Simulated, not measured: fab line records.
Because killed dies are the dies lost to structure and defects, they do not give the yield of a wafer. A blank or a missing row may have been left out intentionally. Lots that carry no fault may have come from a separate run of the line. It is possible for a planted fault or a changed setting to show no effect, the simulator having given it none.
fab line records	flow nand_harc
record: lots: 24	wafers: 72	last_day: 33
route steps=1302 shown P_ZERO_WELL@17 P_GATE@131 P_CONTACT@247 P_M0@272
lots that met no fault: from a run of the same line without faults
start_h: start of the lot's first displayed wafer, in hours after the record's first day	wait_h: time in hours since the lot's previous step	" same as the row above	L1.1+2: a single row standing in for several wafers	- either no value or no given start	* or withheld: withheld	< > ~ a bound
route shown NAME@n: NAME is a module with steps in the file, n the number in the route of the first one	usual: the fault-free wafers' mean and standard deviation	same: alike in all rows	chamber/n: place in a boat	sites: each site's reading	_std_site: their standard deviation	_edge_site: the outer-site mean with the inner-site mean subtracted	radius_mm: for every site, how far away it sits from the centre of the wafer	mask NAME#n: copy n	behind: the most recent tool/chamber to have shaped the wafer	hold: cause of the lot's hold/its duration in hours/its outcome	device: names the non-switching transistor (n, p or np)	end of line: the route-end tests of the same wafers	where a step has no rows: the recipe by itself	killed: count of dies lost to structure and defects at first sort (not the wafer's yield)	map: per-die view of a wafer (x killed, . not killed, _ where there is no die)
set.NAME: the run value of the setting; set.NAME@STEP: its run value at that earlier step	model.NAME: the simulator's own value behind a step, which no gauge read
the route's steps for a sample of lots (tables are steps, rows are wafers)
services: from which hour (start_h, from the record's first day; less than 0 if before it) a tool's chamber was out of use, for how many hours, and why
== steps ==
step: NHARC_P_ZERO_WELL_ETCH_65
recipe: target_depth_a: 800	overetch_a: 240	time_s: 87.88	ion_energy_ev: 200	n2_flow_sccm: 150	h2_flow_sccm: 150	ar_flow_sccm: 0	rf_w: 400	bias_w: 150	chemistry: N2/H2
usual: chamber_pressure_mTorr: 29.997/0.026	drypump_motor_current_A: 5.60/0.3	oes_product_au: 1.000/0.007	rf_vpp_V: 431.0/2.8	showerhead_plenum_p_Torr: 2.06/0.097	throttle_valve_pct: 14.170/0.01
lot.wafer	tool	chamber	start_h	wait_h	chamber_pressure_mTorr	drypump_motor_current_A	oes_product_au	rf_hours_counter_h	rf_vpp_V	showerhead_plenum_p_Torr	throttle_valve_pct
L074.1	rie_diel-09	1	21.37	0.1	30.005	5.65	0.988	13	434.2	2.21	14.163
L074.6	"	3	"	"	30.007	5.23	1.003	-	431.4	2.08	14.185
L074.5	"	0	"	"	29.983	5.74	1.004	-	434.6	2.17	14.159
L075.3	rie_diel-02	2	32.26	0.2	30.052	5.69	0.994	54	432.3	2.12	14.169
L075.2	"	3	"	"	30.014	5.12	0.989	55	426.4	1.91	14.159
L075.6	"	0	"	"	30.035	5.23	0.995	-	428.3	1.99	14.178
L076.4	rie_diel-09	3	41.48	0.1	29.995	5.19	1.010	23	432.8	2.08	14.168
L076.2	"	2	"	"	30.013	5.78	1.011	17	431.1	2.05	14.176
L076.6	"	3	"	"	30.010	5.20	0.998	-	433.1	2.08	14.180
L077.1	rie_diel-06	1	51.37	0.1	29.976	5.31	0.990	34	427.0	1.95	14.170
L077.6	"	3	"	"	29.992	5.79	0.999	-	432.0	2.13	14.168
L077.5	"	0	"	"	30.017	6.23	1.012	-	431.7	2.08	14.172
L078.4	rie_diel-02	0	61.38	0.1	29.946	5.22	0.993	3	429.9	1.98	14.177
L078.1	"	1	"	"	29.985	5.69	0.998	3	428.8	1.96	14.164
L078.5	"	0	"	"	30.008	5.23	1.001	-	429.3	1.98	14.182
L079.3	rie_diel-02	1	71.49	0.1	29.967	5.69	1.004	6	428.8	1.96	14.147
L079.1	"	3	"	"	30.005	5.14	1.000	8	426.9	1.90	14.172
L079.6	"	0	"	"	30.028	5.24	1.010	-	429.1	1.98	14.170
L080.1	rie_diel-06	3	81.48	0.1	30.017	5.78	0.993	39	434.2	2.12	14.164
L080.2	"	1	"	"	30.031	5.31	0.994	42	430.3	1.95	14.172
L080.6	"	0	"	"	29.971	6.23	1.004	-	430.8	2.08	14.173
L081.3	rie_diel-06	2	91.37	0.1	30.004	5.73	1.006	39	433.8	2.20	14.168
L081.1	"	3	"	"	29.981	5.83	0.998	40	431.7	2.12	14.177
L081.4	"	1	"	"	29.964	5.30	0.999	43	428.9	1.95	14.172
L082.1	rie_diel-09	3	101.49	0.1	29.996	5.21	0.999	42	432.0	2.07	14.174
L082.2	"	0	"	"	29.913	5.78	0.991	46	434.5	2.16	14.163
L082.3	"	1	"	"	29.989	5.66	0.996	36	434.1	2.21	14.167
L083.3	rie_diel-02	3	111.48	0.1	30.014	5.16	1.006	21	427.6	1.90	14.175
L083.4	"	0	"	"	29.993	5.23	1.006	17	428.5	1.98	14.176
L083.5	"	0	"	"	29.923	5.25	1.009	-	428.6	1.98	14.176
L084.3	rie_diel-02	1	121.39	0.1	30.006	5.70	1.001	23	427.7	1.96	14.189
L084.2	"	3	"	"	29.965	5.13	0.992	27	426.8	1.90	14.170
L084.6	"	0	"	"	30.050	5.25	0.999	-	428.3	1.98	14.165
L085.4	rie_diel-09	0	131.38	0.1	30.030	5.81	1.007	56	434.8	2.16	14.167
L085.1	"	3	"	"	29.988	5.21	1.009	52	431.4	2.07	14.186
L085.6	"	1	"	"	30.009	5.65	0.991	-	435.6	2.20	14.175
L086.1	rie_diel-06	0	141.51	0.1	30.032	6.24	0.983	0	430.6	2.07	14.163
L086.4	"	2	"	"	30.040	5.76	0.989	0	433.6	2.20	14.172
L086.5	"	0	"	"	30.015	6.24	0.989	-	429.2	2.07	14.175
L087.4	rie_diel-02	1	151.68	0.3	29.995	5.68	0.989	33	428.2	1.95	14.163
L087.2	"	0	"	"	29.987	5.22	1.001	33	428.7	1.97	14.160
L087.5	"	1	"	"	30.013	5.68	0.999	-	426.0	1.95	14.161
L088.1	rie_diel-09	2	161.38	0.1	29.950	5.78	0.998	2	432.0	2.04	14.178
L088.5	"	0	"	"	29.984	5.75	1.004	-	433.5	2.15	14.161
L088.6	"	1	"	"	30.020	5.68	1.006	-	436.8	2.20	14.186
L089.4	rie_diel-02	2	171.50	0.1	29.993	5.68	1.015	39	431.5	2.10	14.169
L089.3	"	0	"	"	29.995	5.24	0.999	41	428.6	1.97	14.173
L089.5	"	1	"	"	29.968	5.66	0.993	-	428.3	1.95	14.164
L090.1	rie_diel-06	1	181.52	0.1	30.004	5.27	1.000	13	429.1	1.94	14.160
L090.5	"	2	"	"	30.001	5.75	1.005	-	433.6	2.19	14.156
L090.6	"	3	"	"	29.938	5.81	0.996	-	433.0	2.11	14.187
L091.1	rie_diel-02	3	191.69	0.2	30.006	5.14	1.001	49	426.7	1.89	14.159
L091.3	"	0	"	"	29.994	5.24	0.991	48	428.0	1.97	14.165
L091.4	"	1	"	"	30.024	5.67	0.996	46	428.8	1.95	14.179
L092.1	rie_diel-02	1	201.48	0.1	30.018	5.69	1.005	49	428.0	1.95	14.154
L092.2	"	2	"	"	30.025	5.75	1.014	47	431.9	2.10	14.169
L092.4	"	3	"	"	29.996	5.12	1.006	52	425.1	1.89	14.176
L093.2	rie_diel-02	1	212.03	0.6	29.968	5.69	1.005	51	426.9	1.95	14.165
L093.3	"	2	"	"	30.011	5.75	1.014	50	431.4	2.10	14.155
L093.4	"	0	"	"	30.004	5.23	1.009	53	429.6	1.97	14.158
L094.3	rie_diel-09	2	221.54	0.1	29.990	5.73	0.999	21	430.4	2.03	14.188
L094.6	"	0	"	"	30.000	5.78	1.005	-	433.8	2.15	14.172
L094.5	"	1	"	"	29.988	5.65	0.993	-	435.6	2.19	14.158
L095.1	rie_diel-06	3	231.48	0.1	29.978	5.78	0.997	32	431.5	2.11	14.167
L095.3	"	0	"	"	30.025	6.21	0.989	31	431.2	2.06	14.182
L095.4	"	1	"	"	30.012	5.30	0.996	28	428.4	1.93	14.172
L096.4	rie_diel-09	3	241.52	0.1	30.025	5.19	0.998	28	430.3	2.06	14.174
L096.5	"	0	"	"	29.953	5.77	0.999	-	433.7	2.14	14.166
L096.6	"	1	"	"	30.013	5.66	0.992	-	435.1	2.19	14.178
L097.4	rie_diel-09	3	251.37	0.1	30.025	5.19	1.003	31	430.7	2.06	14.145
L097.1	"	0	"	"	29.995	5.79	1.003	34	434.3	2.14	14.176
L097.6	"	2	"	"	29.989	5.76	1.002	-	429.1	2.03	14.159
step: NHARC_P_GATE_HM_DEP_102
recipe: target_thk_a: 1200	temp_c: 400	material: aC
usual: throttle_valve_pct: 35.000/0.0095
lot.wafer	tool	chamber	start_h	wait_h	throttle_valve_pct
L074.1	acl_dep-02	0	103.01	0.8	34.998
L074.5	"	0	"	"	34.993
L074.6	"	0	"	"	34.977
L075.2	acl_dep-01	0	109.79	0.5	34.998
L075.3	"	0	"	"	35.005
L075.6	"	0	"	"	35.002
L076.2	acl_dep-02	0	116.71	0.5	34.993
L076.4	"	0	"	"	35.004
L076.6	"	0	"	"	35.007
L077.1	acl_dep-02	0	126.27	0.4	35.008
L077.5	"	0	"	"	35.007
L077.6	"	0	"	"	34.994
L078.1	acl_dep-03	0	129.90	0.9	35.000
L078.4	"	0	"	"	35.011
L078.5	"	0	"	"	35.021
L079.1	acl_dep-02	0	148.28	2.4	34.978
L079.3	"	0	"	"	35.007
L079.6	"	0	"	"	34.980
L080.1	acl_dep-02	0	154.47	2.0	35.000
L080.2	"	0	"	"	34.998
L080.6	"	0	"	"	35.007
L081.1	acl_dep-01	0	168.30	0.4	34.989
L081.3	"	0	"	"	35.000
L081.4	"	0	"	"	35.006
L082.1	acl_dep-01	0	172.05	0.4	35.001
L082.2	"	0	"	"	35.012
L082.3	"	0	"	"	34.993
L083.3	acl_dep-01	0	185.17	2.8	34.994
L083.4	"	0	"	"	35.008
L083.5	"	0	"	"	34.990
L084.2	acl_dep-02	0	196.15	3.6	34.977
L084.3	"	0	"	"	35.014
L084.6	"	0	"	"	35.000
L085.1	acl_dep-02	0	211.54	5.1	35.011
L085.4	"	0	"	"	35.003
L085.6	"	0	"	"	35.011
L086.1	acl_dep-03	0	214.16	2.8	34.993
L086.4	"	0	"	"	35.003
L086.5	"	0	"	"	35.007
L088.1	acl_dep-03	0	237.92	0.4	35.008
L088.5	"	0	"	"	35.013
L088.6	"	0	"	"	34.983
L087.2	acl_dep-01	0	238.03	0.5	34.993
L087.4	"	0	"	"	34.991
L087.5	"	0	"	"	34.999
L089.3	acl_dep-02	0	238.14	0.6	34.997
L089.4	"	0	"	"	35.018
L089.5	"	0	"	"	34.992
L090.1	acl_dep-01	0	255.19	1.0	34.997
L090.5	"	0	"	"	34.999
L090.6	"	0	"	"	34.998
L091.1	acl_dep-03	0	261.79	0.4	34.987
L091.3	"	0	"	"	35.008
L091.4	"	0	"	"	35.012
L092.1	acl_dep-02	0	273.37	1.9	34.991
L092.2	"	0	"	"	35.002
L092.4	"	0	"	"	35.004
L093.2	acl_dep-02	0	282.97	0.5	35.001
L093.3	"	0	"	"	34.992
L093.4	"	0	"	"	35.010
L094.3	acl_dep-02	0	297.05	0.6	34.995
L094.5	"	0	"	"	35.018
L094.6	"	0	"	"	34.998
L095.1	acl_dep-02	0	304.31	2.5	35.008
L095.3	"	0	"	"	35.012
L095.4	"	0	"	"	35.006
L096.4	acl_dep-01	0	315.11	0.7	34.995
L096.5	"	0	"	"	34.995
L096.6	"	0	"	"	35.014
L097.1	acl_dep-03	0	326.12	3.8	34.994
L097.4	"	0	"	"	35.016
L097.6	"	0	"	"	35.005
step: NHARC_P_GATE_OVL_MEAS_27
usual: overlay_x_nm: 0.1/0.99	overlay_y_nm: 0.1/0.86
lot.wafer	tool	chamber	start_h	wait_h	overlay_x_nm	overlay_y_nm
L074.1	overlay-02	-	104.30	-	-0.3	0.2
L074.5	"	-	"	"	-0.4	0.5
L074.6	"	-	"	"	-0.8	0.8
L075.2	overlay-02	-	111.12	-	0.9	-1.5
L075.3	"	-	"	"	0.1	-1.1
L075.6	"	-	"	"	1.1	-1.9
L076.2	overlay-01	-	118.04	-	-0.8	0.2
L076.4	"	-	"	"	-0.7	-0.1
L076.6	"	-	"	"	-1.0	-0.1
L077.1	overlay-02	-	127.58	-	1.2	-0.6
L077.5	"	-	"	"	1.0	-0.1
L077.6	"	-	"	"	1.8	0.0
L078.1	overlay-02	-	131.32	-	-1.5	-0.8
L078.4	"	-	"	"	-0.9	-0.6
L078.5	"	-	"	"	-0.3	-0.8
L079.1	overlay-01	-	149.71	-	-0.6	-0.4
L079.3	"	-	"	"	-1.4	0.5
L079.6	"	-	"	"	-1.2	0.7
L080.1	overlay-02	-	155.77	-	-1.1	0.3
L080.2	"	-	"	"	-0.9	0.2
L080.6	"	-	"	"	-1.2	0.2
L081.1	overlay-01	-	169.72	-	0.7	0.5
L081.3	"	-	"	"	0.8	0.1
L081.4	"	-	"	"	0.5	0.1
L082.1	overlay-01	-	173.48	-	0.4	0.0
L082.2	"	-	"	"	0.8	0.5
L082.3	"	-	"	"	0.1	0.2
L083.3	overlay-02	-	186.39	-	-1.5	-0.6
L083.4	"	-	"	"	-0.6	-0.3
L083.5	"	-	"	"	-1.5	-0.4
L084.2	overlay-01	-	197.47	-	2.3	-1.1
L084.3	"	-	"	"	2.0	-0.6
L084.6	"	-	"	"	1.9	-1.0
L085.1	overlay-02	-	212.85	-	-1.3	1.8
L085.4	"	-	"	"	-1.4	2.1
L085.6	"	-	"	"	-1.1	1.9
L086.1	overlay-02	-	215.51	-	0.0	0.8
L086.4	"	-	"	"	-0.5	1.5
L086.5	"	-	"	"	-0.5	1.4
L087.2	overlay-01	-	239.33	-	-0.8	0.1
L087.4	"	-	"	"	-0.3	0.2
L087.5	"	-	"	"	0.1	0.1
L089.3	overlay-02	-	239.49	-	0.3	-0.4
L089.4	"	-	"	"	0.3	-0.2
L089.5	"	-	"	"	0.1	-0.7
L088.1	overlay-01	-	239.64	-	1.2	0.2
L088.5	"	-	"	"	1.1	-0.1
L088.6	"	-	"	"	1.9	0.1
L090.1	overlay-01	-	256.61	-	1.4	0.2
L090.5	"	-	"	"	1.3	-0.2
L090.6	"	-	"	"	0.9	-0.1
L091.1	overlay-02	-	263.21	-	-0.2	1.3
L091.3	"	-	"	"	-0.4	0.8
L091.4	"	-	"	"	-0.2	1.2
L092.1	overlay-02	-	274.68	-	1.7	1.0
L092.2	"	-	"	"	1.3	-0.1
L092.4	"	-	"	"	1.0	0.2
L093.2	overlay-01	-	284.17	-	0.7	-0.4
L093.3	"	-	"	"	0.3	-0.2
L093.4	"	-	"	"	0.9	-0.4
L094.3	overlay-01	-	298.14	-	0.7	0.5
L094.5	"	-	"	"	1.1	1.0
L094.6	"	-	"	"	1.1	0.7
L095.1	overlay-01	-	305.61	-	0.5	-1.0
L095.3	"	-	"	"	-0.2	-0.9
L095.4	"	-	"	"	-0.1	-0.5
L096.4	overlay-02	-	316.26	-	-0.6	0.9
L096.5	"	-	"	"	-0.7	1.3
L096.6	"	-	"	"	-0.5	1.5
L097.1	overlay-01	-	327.61	-	-0.5	-0.8
L097.4	"	-	"	"	0.1	-1.2
L097.6	"	-	"	"	-0.4	-1.3
step: NHARC_P_GATE_HM_OPEN_105
recipe: target_depth_a: 3600	o2_flow_sccm: 400	cos_flow_sccm: 20	ar_flow_sccm: 0	rf_w: 500	bias_w: 300	chemistry: O2/COS
usual: chamber_pressure_mTorr: 19.998/0.018	drypump_motor_current_A: 5.6/0.42	o2_flow_sccm: 400.0/1.1	oes_product_au: 1.001/0.0071	rf_vpp_V: 469/3.2	showerhead_plenum_p_Torr: 3.20/0.14	throttle_valve_pct: 28.330/0.0097
lot.wafer	tool	chamber	start_h	wait_h	chamber_pressure_mTorr	drypump_motor_current_A	o2_flow_sccm	oes_product_au	rf_hours_counter_h	rf_vpp_V	showerhead_plenum_p_Torr	throttle_valve_pct
L074.1	rie_diel-01	3	-	-	20.001	5.5	399.2	1.012	5	472	3.30	28.357
L074.5	"	3	"	"	20.012	5.5	400.8	1.007	-	471	3.30	28.335
L074.6	"	0	"	"	19.996	4.8	398.2	1.006	-	471	3.26	28.343
L075.2	rie_diel-12	3	-	-	20.012	5.6	399.1	1.009	1	464	2.96	28.317
L075.3	"	1	"	"	19.975	5.5	400.0	1.011	0	472	3.35	28.331
L075.6	"	3	"	"	20.022	5.7	399.4	0.999	-	463	2.96	28.338
L076.4	rie_diel-01	0	-	-	20.003	4.8	401.1	0.993	6	471	3.26	28.335
L076.2	"	3	"	"	19.996	5.4	400.3	0.997	6	470	3.30	28.326
L076.6	"	0	"	"	20.011	4.8	400.3	0.999	-	469	3.26	28.339
L077.1	rie_diel-12	3	-	-	19.989	5.7	398.6	1.005	2	464	2.96	28.321
L077.6	"	2	"	"	19.990	5.8	400.3	1.007	-	467	3.13	28.322
L077.5	"	3	"	"	20.006	5.7	399.3	1.005	-	465	2.96	28.339
L078.1	rie_diel-12	0	-	-	19.996	5.9	398.1	1.009	2	461	2.93	28.314
L078.4	"	1	"	"	20.024	5.5	399.6	0.995	1	472	3.35	28.332
L078.5	"	2	"	"	19.965	5.8	402.5	0.995	-	467	3.13	28.340
L079.1	rie_diel-12	2	-	-	20.011	5.8	400.3	1.006	2	469	3.13	28.319
L079.3	"	3	"	"	19.978	5.7	401.0	1.009	2	464	2.96	28.333
L079.6	"	2	"	"	20.024	5.8	399.4	1.005	-	467	3.13	28.321
L080.2	rie_diel-05	1	-	-	19.963	6.5	398.5	0.989	5	472	3.33	28.320
L080.1	"	2	"	"	20.022	5.6	398.0	0.991	5	466	3.08	28.331
L080.6	"	0	"	"	20.011	6.1	399.4	0.994	-	463	3.02	28.317
L081.1	rie_diel-01	3	-	-	19.978	5.5	400.8	1.018	9	472	3.30	28.319
L081.3	"	0	"	"	19.996	4.8	400.4	1.008	9	471	3.26	28.336
L081.4	"	2	"	"	19.986	5.3	399.8	1.005	9	472	3.32	28.328
L082.3	rie_diel-01	1	-	-	20.007	5.9	400.6	1.007	9	471	3.32	28.326
L082.1	"	3	"	"	19.982	5.5	399.8	1.007	9	471	3.30	28.334
L082.2	"	0	"	"	19.997	4.8	399.8	1.001	9	471	3.26	28.322
L083.4	rie_diel-01	2	-	-	19.993	5.3	399.2	1.000	10	471	3.32	28.346
L083.3	"	0	"	"	20.025	4.8	399.6	0.999	10	471	3.26	28.353
L083.5	"	1	"	"	20.000	5.9	400.5	1.001	-	472	3.32	28.313
L084.3	rie_diel-05	0	-	-	19.987	6.1	399.6	1.000	7	464	3.01	28.349
L084.2	"	1	"	"	20.003	6.5	400.3	0.995	8	473	3.33	28.339
L084.6	"	2	"	"	19.977	5.6	397.5	0.999	-	465	3.08	28.318
L085.1	rie_diel-01	1	-	-	20.010	5.9	398.0	1.007	0	472	3.32	28.326
L085.4	"	2	"	"	19.980	5.3	401.5	0.995	0	472	3.32	28.337
L085.6	"	3	"	"	19.991	5.5	401.5	0.996	-	470	3.30	28.338
L086.4	rie_diel-01	2	-	-	20.019	5.3	401.1	1.009	0	473	3.32	28.315
L086.1	"	3	"	"	19.968	5.5	400.0	1.003	0	471	3.30	28.336
L086.5	"	1	"	"	20.024	5.9	399.3	1.007	-	471	3.32	28.333
L087.4	rie_diel-12	1	-	-	20.000	5.5	398.8	1.004	7	473	3.35	28.333
L087.2	"	0	"	"	20.021	5.8	397.6	1.003	7	462	2.93	28.340
L087.5	"	1	"	"	19.983	5.5	401.6	1.004	-	474	3.35	28.333
L089.3	rie_diel-01	2	-	-	19.988	5.3	400.8	1.005	2	471	3.32	28.323
L089.4	"	3	"	"	20.018	5.5	401.3	1.009	2	469	3.30	28.336
L089.5	"	2	"	"	19.997	5.3	400.2	1.008	-	472	3.32	28.330
L088.1	rie_diel-05	1	-	-	19.946	6.5	402.1	1.002	0	473	3.33	28.339
L088.6	"	1	"	"	20.023	6.5	400.2	0.997	-	471	3.33	28.333
L088.5	"	2	"	"	20.013	5.6	398.7	0.985	-	466	3.08	28.345
L090.1	rie_diel-01	1	-	-	20.003	5.9	399.1	1.009	3	471	3.32	28.337
L090.6	"	3	"	"	19.999	5.5	401.1	1.000	-	471	3.30	28.337
L090.5	"	0	"	"	19.995	4.8	400.0	1.001	-	470	3.25	28.316
L091.3	rie_diel-05	2	-	-	20.002	5.6	401.6	0.986	0	465	3.08	28.320
L091.1	"	3	"	"	19.992	6.0	400.5	0.997	0	470	3.20	28.322
L091.4	"	1	"	"	19.986	6.5	401.4	0.995	0	471	3.33	28.336
L092.4	rie_diel-01	2	-	-	20.015	5.3	400.0	0.996	4	471	3.32	28.329
L092.2	"	3	"	"	20.000	5.5	399.2	0.992	4	471	3.30	28.339
L092.1	"	1	"	"	20.024	5.9	398.5	1.001	4	472	3.32	28.330
L093.4	rie_diel-05	2	-	-	19.998	5.6	401.1	0.995	2	467	3.08	28.344
L093.2	"	3	"	"	19.992	6.0	398.0	0.998	2	469	3.20	28.323
L093.3	"	1	"	"	19.985	6.5	401.5	0.995	2	472	3.33	28.316
L094.3	rie_diel-05	3	-	-	20.001	6.0	398.6	1.016	2	471	3.20	28.326
L094.5	"	2	"	"	19.993	5.6	399.9	0.999	-	465	3.08	28.321
L094.6	"	3	"	"	20.007	6.0	399.4	1.008	-	468	3.20	28.331
L095.1	rie_diel-01	1	-	-	19.992	5.9	400.0	0.999	7	470	3.31	28.336
L095.3	"	3	"	"	20.005	5.5	400.0	0.984	7	470	3.30	28.317
L095.4	"	0	"	"	20.001	4.8	400.3	1.002	7	469	3.25	28.338
L096.4	rie_diel-05	3	-	-	19.999	6.0	399.4	1.002	3	469	3.20	28.319
L096.5	"	1	"	"	19.973	6.5	399.5	1.007	-	472	3.33	28.336
L096.6	"	2	"	"	20.013	5.6	401.3	0.997	-	467	3.08	28.334
L097.4	rie_diel-12	3	-	-	19.980	5.7	398.6	0.989	5	463	2.95	28.330
L097.1	"	0	"	"	19.952	5.8	400.7	0.988	2	463	2.93	28.334
L097.6	"	3	"	"	19.987	5.7	400.8	0.989	-	461	2.95	28.330
step: NHARC_P_CONTACT_ALD_22
recipe: target_thk_a: 30	pulse_time_s: 1	ald_cycles: 150	temp_c: 450	material: TiN
usual: heater_power_w: 1056/130	precursor_pulse_height_rel: 1.001/0.021
lot.wafer	tool	chamber	start_h	wait_h	heater_power_w	precursor_pulse_height_rel
L074.1	ald_metal-02	0	126.74	-	927	0.942
L074.6	"	0	"	"	931	0.982
L074.5	"	1	"	"	1116	1.015
L075.2	ald_metal-04	1	133.23	-	1160	1.000
L075.3	"	2	"	"	1317	1.000
L075.6	"	3	"	"	992	0.996
L076.4	ald_metal-03	3	140.15	-	978	0.974
L076.2	"	0	"	"	940	0.999
L076.6	"	2	"	"	1146	1.010
L077.1	ald_metal-03	3	149.89	-	962	0.979
L077.5	"	2	"	"	1134	0.982
L077.6	"	3	"	"	968	0.991
L078.1	ald_metal-02	3	153.32	-	1033	1.003
L078.4	"	0	"	"	923	1.029
L078.5	"	2	"	"	1055	1.034
L079.3	ald_metal-04	2	171.95	-	1303	0.989
L079.1	"	3	"	"	991	0.983
L079.6	"	2	"	"	1314	1.000
L080.2	ald_metal-03	1	177.82	-	831	0.964
L080.1	"	0	"	"	936	0.972
L080.6	"	1	"	"	822	1.009
L081.4	ald_metal-02	3	194.02	-	1075	0.988
L081.3	"	0	"	"	924	1.007
L081.1	"	1	"	"	1116	0.964
L082.2	ald_metal-04	1	195.71	-	1150	1.027
L082.1	"	2	"	"	1322	1.006
L082.3	"	3	"	"	1004	1.001
L083.4	ald_metal-02	2	208.37	-	1044	0.991
L083.3	"	3	"	"	1063	0.999
L083.5	"	1	"	"	1099	1.001
L084.3	ald_metal-02	2	219.51	-	1050	1.013
L084.2	"	1	"	"	1123	1.024
L084.6	"	2	"	"	1059	1.028
L085.4	ald_metal-03	3	234.71	-	976	0.982
L085.1	"	0	"	"	984	1.000
L085.6	"	3	"	"	990	0.978
L086.1	ald_metal-04	2	237.70	-	1283	0.979
L086.4	"	1	"	"	1187	0.996
L086.5	"	3	"	"	997	0.997
L087.2	ald_metal-03	3	261.97	-	966	0.995
L087.4	"	1	"	"	754	1.025
L087.5	"	0	"	"	985	1.002
L089.3	ald_metal-04	3	262.48	-	1017	1.003
L089.4	"	2	"	"	1336	1.004
L089.5	"	3	"	"	1031	0.969
L088.1	ald_metal-03	3	263.29	-	1007	1.023
L088.6	"	2	"	"	1098	1.001
L088.5	"	3	"	"	961	0.988
L090.1	ald_metal-04	2	278.48	-	1325	1.016
L090.5	"	2	"	"	1278	0.992
L090.6	"	3	"	"	992	0.961
L091.1	ald_metal-02	0	285.18	-	945	1.007
L091.4	"	1	"	"	1109	0.988
L091.3	"	2	"	"	1074	0.985
L092.4	ald_metal-03	1	296.72	-	769	0.992
L092.2	"	3	"	"	1007	1.029
L092.1	"	0	"	"	992	0.987
L093.2	ald_metal-04	2	306.04	-	1302	0.991
L093.3	"	3	"	"	1016	1.030
L093.4	"	1	"	"	1203	0.986
L094.3	ald_metal-02	3	320.01	-	1013	1.022
L094.5	"	1	"	"	1106	1.004
L094.6	"	2	"	"	1050	1.015
L095.4	ald_metal-04	1	327.61	-	1223	0.996
L095.3	"	3	"	"	996	1.023
L095.1	"	0	"	"	977	0.995
L096.4	ald_metal-03	3	338.04	-	1013	0.999
L096.6	"	2	"	"	1060	0.988
L096.5	"	3	"	"	1012	1.037
L097.1	ald_metal-03	1	349.42	-	820	0.976
L097.4	"	2	"	"	1044	0.993
L097.6	"	1	"	"	766	1.048
step: NHARC_P_M0_DEGAS_28
recipe: temp_c: 250	time_s: 60
usual: heater_power_w: 320/22
lot.wafer	tool	chamber	start_h	wait_h	heater_power_w
L074.1	pvd_sputter-01	-	130.09	-	343
L074.5	"	-	"	"	319
L074.6	"	-	"	"	334
L075.3	pvd_sputter-01	-	136.77	-	349
L075.2	"	-	"	"	323
L075.6	"	-	"	"	340
L076.4	pvd_sputter-02	-	143.39	-	311
L076.2	"	-	"	"	312
L076.6	"	-	"	"	277
L077.1	pvd_sputter-01	-	153.50	-	334
L077.6	"	-	"	"	294
L077.5	"	-	"	"	356
L078.4	pvd_sputter-01	-	156.94	-	293
L078.1	"	-	"	"	340
L078.5	"	-	"	"	288
L079.3	pvd_sputter-02	-	175.24	-	309
L079.1	"	-	"	"	337
L079.6	"	-	"	"	284
L080.2	pvd_sputter-01	-	181.19	-	322
L080.1	"	-	"	"	342
L080.6	"	-	"	"	343
L081.4	pvd_sputter-02	-	197.27	-	315
L081.3	"	-	"	"	312
L081.1	"	-	"	"	333
L082.3	pvd_sputter-01	-	198.90	-	319
L082.1	"	-	"	"	336
L082.2	"	-	"	"	353
L083.4	pvd_sputter-01	-	211.65	-	335
L083.3	"	-	"	"	326
L083.5	"	-	"	"	332
L084.2	pvd_sputter-01	-	222.89	-	324
L084.3	"	-	"	"	341
L084.6	"	-	"	"	295
L085.4	pvd_sputter-02	-	238.04	-	307
L085.1	"	-	"	"	289
L085.6	"	-	"	"	317
L086.1	pvd_sputter-01	-	240.86	-	293
L086.4	"	-	"	"	311
L086.5	"	-	"	"	297
L087.4	pvd_sputter-03	-	265.24	-	284
L087.2	"	-	"	"	340
L087.5	"	-	"	"	272
L089.3	pvd_sputter-02	-	265.78	-	318
L089.4	"	-	"	"	312
L089.5	"	-	"	"	309
L088.1	pvd_sputter-03	-	266.56	-	332
L088.5	"	-	"	"	285
L088.6	"	-	"	"	337
L090.1	pvd_sputter-01	-	281.63	-	304
L090.5	"	-	"	"	336
L090.6	"	-	"	"	307
L091.4	pvd_sputter-03	-	288.49	-	330
L091.3	"	-	"	"	325
L091.1	"	-	"	"	288
L092.4	pvd_sputter-03	-	299.98	-	332
L092.1	"	-	"	"	327
L092.2	"	-	"	"	286
L093.3	pvd_sputter-01	-	309.43	-	297
L093.4	"	-	"	"	359
L093.2	"	-	"	"	333
L094.3	pvd_sputter-02	-	323.25	-	295
L094.6	"	-	"	"	323
L094.5	"	-	"	"	322
L095.4	pvd_sputter-01	-	330.89	-	297
L095.1	"	-	"	"	351
L095.3	"	-	"	"	308
L096.4	pvd_sputter-01	-	341.54	-	326
L096.6	"	-	"	"	324
L096.5	"	-	"	"	299
L097.4	pvd_sputter-03	-	354.14	-	339
L097.1	"	-	"	"	332
L097.6	"	-	"	"	338
== services ==
tool	chamber	start_h	hours	kind
rie_diel-02	1	-2.26	7.1	repair
ald_metal-04	0	2.73	3.1	repair
rie_diel-09	2	3.58	7.1	repair
pvd_sputter-01	-	18.48	5.6	repair
rie_diel-01	-	26.80	9.0	pm
ald_metal-03	-	34.00	10.0	pm
rie_diel-02	-	40.54	9.0	pm
pvd_sputter-01	-	48.00	10.0	pm
ald_metal-03	-	61.34	1.3	repair
acl_dep-02	-	62.11	13.0	pm
rie_diel-02	0	116.83	3.3	repair
rie_diel-02	2	118.69	5.4	repair
rie_diel-01	-	124.55	0.7	repair
pvd_sputter-01	-	130.55	2.9	repair
acl_dep-02	-	140.96	7.3	repair
rie_diel-01	3	158.58	3.0	repair
rie_diel-01	-	203.80	9.0	pm
ald_metal-03	-	212.00	10.0	pm
rie_diel-02	-	217.54	9.0	pm
rie_diel-01	-	222.88	0.7	repair
pvd_sputter-01	-	226.00	10.0	pm
acl_dep-02	-	245.75	13.0	pm
pvd_sputter-01	-	262.44	5.5	repair
ald_metal-03	2	316.20	8.1	repair
== key ==
fault none
